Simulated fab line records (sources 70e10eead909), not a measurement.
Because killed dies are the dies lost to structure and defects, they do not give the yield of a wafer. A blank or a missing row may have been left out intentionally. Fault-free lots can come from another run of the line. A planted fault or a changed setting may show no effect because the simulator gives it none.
fab line records	flow nand_harc
record: lots: 13	wafers: 39	last_day: 25
route steps=1159 shown A_STAIRCASE@706 A_M1@1038 A_BONDPAD@1080 THIN_TSV@1124 END@1159
lots that met no fault: from a run of the same line without faults
start_h: hours from the record's opening day to when the first of the lot's shown wafers began	wait_h: hours elapsed since this lot's preceding step	" same as the row above	L1.1+2: one row covering several wafers at once	- no value, or no start given	* or withheld: withheld	< > ~ a bound
route shown NAME@n: names a module that has steps shown in the file, with the first one's number in the route	usual: mean and standard deviation over wafers with no fault	same: alike in all rows	chamber/n: place in a boat	sites: per-site readings	_std_site: how widely they spread, as a standard deviation	_edge_site: outer sites' mean less inner sites'	radius_mm: for every site, how far away it sits from the centre of the wafer	mask NAME#n: copy n	behind: the last tool/chamber to shape the wafer	hold: cause of the lot's hold/its duration in hours/its outcome	device: transistor that didn't switch, given as n, p or np	end of line: the route-end tests of the same wafers	a step without rows: its recipe alone	killed: not the wafer's yield, but the dies lost to structure and defects at the first sort	map: a wafer's dies, marking killed ones x, the rest . and places with no die _
set.NAME: setting as actually run; set.NAME@STEP: the setting as run at that earlier step	model.NAME: the simulator's own value behind a step, which no gauge read
steps of the route over a sample of lots; a table a step, a row a wafer
services: a tool's chamber out of use, with start hour (start_h, from the record's first day; less than 0 if before it), hours out, and reason
== steps ==
step: NHARC_A_STAIRCASE_CVD_552
recipe: target_thk_a: 400	temp_c: 700	pressure_mtorr: 300	material: SiNx
lot.wafer	tool	chamber	start_h	wait_h
L759.1+2+5	lpcvd-02	1	280.92	-
L760.1+2+4	lpcvd-01	0	287.82	-
L761.1+5+6	lpcvd-01	0	287.82	-
L764.1+4+6	lpcvd-01	1	293.82	-
L763.3+4+5	lpcvd-02	0	301.65	-
L766.2+3+4	lpcvd-02	1	310.47	-
L765.1+5+6	lpcvd-02	0	319.91	-
L769.1+4+6	lpcvd-02	0	326.94	-
L773.3+5+6	lpcvd-01	1	355.99	-
L779.3+4+5	lpcvd-01	0	396.67	-
L780.1+2+4	lpcvd-01	0	396.67	-
L781.3+5+6	lpcvd-01	1	412.08	-
L782.1+5+6	lpcvd-01	0	412.08	-
step: NHARC_A_M1_INSPECT_11
usual: raw_defect_count: 30/11
lot.wafer	tool	chamber	start_h	wait_h	raw_defect_count
L759.1	defect_inspect-01	-	404.90	0.0	38
L759.2	"	-	"	"	38
L759.5	"	-	"	"	29
L761.1	defect_inspect-01	-	409.22	0.0	28
L761.5	"	-	"	"	24
L761.6	"	-	"	"	17
L760.1	defect_inspect-01	-	409.59	0.0	7
L760.2	"	-	"	"	12
L760.4	"	-	"	"	12
L764.1	defect_inspect-02	-	415.98	0.0	29
L764.4	"	-	"	"	19
L764.6	"	-	"	"	24
L763.3	defect_inspect-02	-	435.44	0.0	19
L763.4	"	-	"	"	33
L763.5	"	-	"	"	20
L766.2	defect_inspect-01	-	450.00	0.0	35
L766.3	"	-	"	"	29
L766.4	"	-	"	"	26
L765.1	defect_inspect-01	-	456.35	0.0	26
L765.5	"	-	"	"	28
L765.6	"	-	"	"	33
L773.3	defect_inspect-02	-	475.10	0.0	26
L773.5	"	-	"	"	29
L773.6	"	-	"	"	24
L779.3	defect_inspect-01	-	536.01	0.0	34
L779.4	"	-	"	"	32
L779.5	"	-	"	"	38
L781.3	defect_inspect-01	-	546.54	0.0	23
L781.5	"	-	"	"	24
L781.6	"	-	"	"	36
L780.1	defect_inspect-01	-	546.77	0.0	22
L780.2	"	-	"	"	17
L780.4	"	-	"	"	14
L782.1	defect_inspect-01	-	547.37	0.0	46
L782.5	"	-	"	"	45
L782.6	"	-	"	"	35
step: NHARC_A_BONDPAD_ETCH_24
recipe: target_depth_a: 300	over_etch_frac: 0.3	time_s: 72.99	ion_energy_ev: 150	cf4_flow_sccm: 50	n2_flow_sccm: 100	ar_flow_sccm: 150	rf_w: 300	bias_w: 100	chemistry: CF4/N2
usual: bias_w: 100.0/0.31	drypump_motor_current_A: 5.6/0.53	oes_product_au: 0.992/0.0073	rf_vpp_V: 314.4/2.5	showerhead_plenum_p_Torr: 2.63/0.14	throttle_valve_pct: 19.794/0.0087
lot.wafer	tool	chamber	start_h	wait_h	bias_w	drypump_motor_current_A	oes_product_au	rf_hours_counter_h	rf_vpp_V	showerhead_plenum_p_Torr	throttle_valve_pct
L759.2	rie_diel-03	2	-	-	100.1	6.2	0.986	0	317.8	2.83	19.811
L759.1	"	3	"	"	99.8	5.8	0.986	1	312.9	2.49	19.787
L759.5	"	1	"	"	100.2	6.0	0.987	-	316.9	2.74	19.797
L761.1	rie_diel-03	2	-	-	100.0	6.2	0.985	1	317.8	2.83	19.797
L761.6	"	3	"	"	100.3	5.8	0.991	-	311.6	2.49	19.794
L761.5	"	0	"	"	99.9	4.7	0.982	-	311.7	2.49	19.805
L760.4	rie_diel-03	3	-	-	99.7	5.8	0.990	1	312.0	2.49	19.792
L760.2	"	0	"	"	100.3	4.7	0.994	1	313.1	2.49	19.789
L760.1	"	2	"	"	100.1	6.2	1.001	1	316.1	2.83	19.788
L764.1	rie_diel-03	1	-	-	99.4	6.0	0.992	1	316.3	2.74	19.801
L764.4	"	2	"	"	100.0	6.2	0.993	1	317.0	2.83	19.800
L764.6	"	1	"	"	100.0	6.0	0.987	-	316.1	2.75	19.798
L763.4	rie_diel-03	3	-	-	100.1	5.8	0.989	2	311.9	2.49	19.788
L763.3	"	0	"	"	100.6	4.7	0.990	2	310.8	2.49	19.802
L763.5	"	3	"	"	99.7	5.8	1.000	-	312.7	2.49	19.783
L766.4	rie_diel-03	2	-	-	100.4	6.3	0.983	2	318.1	2.83	19.789
L766.2	"	0	"	"	99.6	4.7	0.979	2	312.5	2.49	19.789
L766.3	"	1	"	"	99.7	6.0	0.981	2	314.5	2.74	19.791
L765.1	rie_diel-03	2	-	-	99.7	6.3	0.985	2	318.9	2.83	19.795
L765.5	"	2	"	"	99.8	6.2	0.983	-	317.6	2.83	19.794
L765.6	"	3	"	"	99.2	5.8	0.985	-	312.4	2.49	19.806
L773.3	rie_diel-03	2	-	-	100.1	6.2	0.988	3	318.0	2.83	19.795
L773.5	"	0	"	"	100.3	4.8	0.996	-	312.1	2.49	19.798
L773.6	"	1	"	"	99.6	6.0	0.985	-	315.6	2.74	19.784
L779.4	rie_diel-03	2	-	-	100.0	6.2	0.991	6	317.7	2.83	19.789
L779.3	"	3	"	"	99.7	5.8	0.995	6	311.9	2.49	19.797
L779.5	"	3	"	"	99.8	5.8	0.988	-	312.7	2.49	19.803
L781.3	rie_diel-04	0	-	-	99.8	5.6	0.991	30	313.9	2.62	19.796
L781.5	"	3	"	"	100.4	5.7	1.010	-	313.1	2.57	19.797
L781.6	"	0	"	"	99.5	5.6	0.983	-	313.7	2.62	19.795
L780.1	rie_diel-03	3	-	-	99.8	5.8	0.989	6	312.1	2.49	19.798
L780.2	"	1	"	"	100.1	6.0	0.989	6	316.1	2.74	19.789
L780.4	"	2	"	"	100.5	6.2	0.987	6	317.3	2.83	19.802
L782.1	rie_diel-03	2	-	-	100.0	6.2	0.984	6	317.1	2.83	19.794
L782.5	"	0	"	"	100.2	4.8	0.988	-	312.4	2.49	19.795
L782.6	"	1	"	"	100.3	6.0	0.993	-	314.6	2.74	19.814
step: NHARC_THIN_TSV_DEP_47
recipe: target_thk_a: 2000	temp_c: withheld	pressure_torr: 6.5	rf_w: 900	teos_flow_sccm: 161.4	flow_sccm: 2650	target_thk_nm: 200	gas: O2	material: SiO2
usual: throttle_valve_pct: 15.9/0.4
lot.wafer	tool	chamber	start_h	wait_h	throttle_valve_pct
L761.1	pecvd-02	1	431.41	-	16.0
L761.5	"	0	"	"	15.2
L761.6	"	2	"	"	16.0
L759.1	pecvd-02	2	433.53	-	16.2
L759.2	"	1	"	"	15.8
L759.5	"	0	"	"	15.4
L760.1	pecvd-02	1	434.85	-	15.9
L760.2	"	2	"	"	16.0
L760.4	"	0	"	"	15.3
L764.1	pecvd-02	2	439.47	-	16.3
L764.4	"	1	"	"	15.9
L764.6	"	2	"	"	15.9
L763.4	pecvd-01	2	459.98	-	16.3
L763.3	"	0	"	"	16.2
L763.5	"	2	"	"	16.0
L766.3	pecvd-02	1	471.68	-	15.9
L766.2	"	2	"	"	16.0
L766.4	"	2	"	"	16.0
L765.1	pecvd-02	1	479.29	-	15.8
L765.5	"	1	"	"	15.9
L765.6	"	2	"	"	16.1
L773.3	pecvd-02	0	494.25	-	15.5
L773.6	"	0	"	"	15.6
L773.5	"	1	"	"	16.3
L779.3	pecvd-02	2	557.55	-	16.1
L779.4	"	0	"	"	15.7
L779.5	"	1	"	"	15.5
L781.3	pecvd-01	1	569.45	-	16.6
L781.6	"	2	"	"	16.5
L781.5	"	0	"	"	16.6
L780.1	pecvd-03	1	570.07	-	16.4
L780.2	"	2	"	"	15.9
L780.4	"	1	"	"	16.4
L782.1	pecvd-01	2	571.48	-	16.7
L782.6	"	2	"	"	16.6
L782.5	"	0	"	"	16.4
step: NHARC_END_SORT_01
recipe: temp_c: 25
usual: killed_at_array: 28/8.6	killed_at_other: 0.7/1.2	killed_at_periphery: 3.1/2.3	killed_dies: 32/8.7	killed_open: 3.2/1.7	killed_short: 2.0/1.5
same: gross_dies: 677
lot.wafer	tool	chamber	start_h	wait_h	killed_at_array	killed_at_other	killed_at_periphery	killed_dies	killed_open	killed_short
L769.1	prober-01	0	500.71	2.5	579	2	4	585	7	5
L769.4	prober-01	0	503.11	3.4	462	1	3	466	3	2
L769.6	prober-01	0	504.72	4.0	570	1	5	576	4	2
killed by level:class
L769.1 A_STAIRCASE:area_cvd=549 A_CHANNEL_HOLE_D1:chamber_film_flake=13 A_ONON_D1:geometric_particle:open=2 A_BLC:geometric_particle:open=2 P_STI:chamber_film_flake=2 A_ZERO_WELL:chamber_film_flake=2 A_WL_FILL:chamber_film_flake=2 THIN_TSV:chamber_film_flake=2
L769.4 A_STAIRCASE:area_cvd=443 A_CHANNEL_HOLE_D1:chamber_film_flake=12 A_STAIRCASE:chamber_film_flake=2 A_WL_FILL:chamber_film_flake=2 P_CONTACT:geometric_particle:short=1 P_CONTACT:geometric_particle:open=1 A_WL_FILL:geometric_particle:short=1 A_CONTACT:geometric_particle:open=1
L769.6 A_STAIRCASE:area_cvd=545 A_CHANNEL_HOLE_D1:chamber_film_flake=15 P_STI:chamber_film_flake=4 A_SLIT:chamber_film_flake=2 A_WL_FILL:chamber_film_flake=2 P_M1:geometric_particle:open=1 A_CHANNEL_HOLE_D1:geometric_particle:open=1 A_CHANNEL_FILL_D1:geometric_particle:short=1
== services ==
tool	chamber	start_h	hours	kind
pecvd-03	1	260.67	5.3	repair
pecvd-02	-	279.32	0.7	repair
pecvd-03	-	282.53	3.5	repair
rie_diel-04	-	288.92	9.0	pm
pecvd-03	-	292.28	13.0	pm
rie_diel-03	-	309.73	0.5	repair
lpcvd-01	-	316.09	26.0	pm
pecvd-02	-	322.65	1.5	repair
rie_diel-03	2	328.85	3.4	repair
pecvd-02	-	334.24	13.0	pm
rie_diel-03	-	392.30	9.0	pm
pecvd-01	-	418.61	13.0	pm
pecvd-01	1	444.23	15.7	repair
pecvd-03	-	460.10	1.2	repair
rie_diel-04	-	466.05	9.0	pm
pecvd-03	-	473.28	13.0	pm
rie_diel-04	-	476.57	1.2	repair
lpcvd-01	-	499.01	0.7	repair
pecvd-02	-	515.24	13.0	pm
rie_diel-04	2	516.64	13.8	repair
rie_diel-03	0	542.17	1.8	repair
pecvd-01	2	549.58	3.9	repair
rie_diel-03	-	569.30	9.0	pm
rie_diel-04	2	570.74	16.1	repair
== key ==
first_sign: step: NHARC_END_SORT_01	reading: killed_at_array	direction: up	sigmas: 59	usual: 28	struck: 537
effect: step: NHARC_END_SORT_01	reading: killed_dies	direction: up	sigmas: 59	usual: 32	struck: 542
more_kills_born_at: NHARC_A_STAIRCASE_CVD_552@lpcvd-02: 1537
met_at NHARC_A_STAIRCASE_CVD_552
struck_lots L769
struck_wafers L769.1,L769.4,L769.6
later_rows_left_out L769.1,L769.4,L769.6
tester_left_out L769
not_acting_at NHARC_A_M1_INSPECT_11,NHARC_A_BONDPAD_ETCH_24,NHARC_THIN_TSV_DEP_47
onset_between 319.91 326.94
fault: kind: process_parameter_drift	tool: lpcvd-02	chamber: 0	onset_h: 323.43	steps: NHARC_A_STAIRCASE_CVD_552	channel: target_thk_a	offset: *	shape: step	end_h: 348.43	acts_in: *	stated: *
tester_left_out: of these lots the tester's yield and bins aren't shown, on N5 and GAA mostly nor the transistor test; their killed dies are dies lost to structure and defects alone, not to doping, threshold or leakage, so they don't give the yield
later_rows_left_out: the simulator's readings of these wafers behind a module that went badly wrong aren't trusted and aren't shown, but for the sort
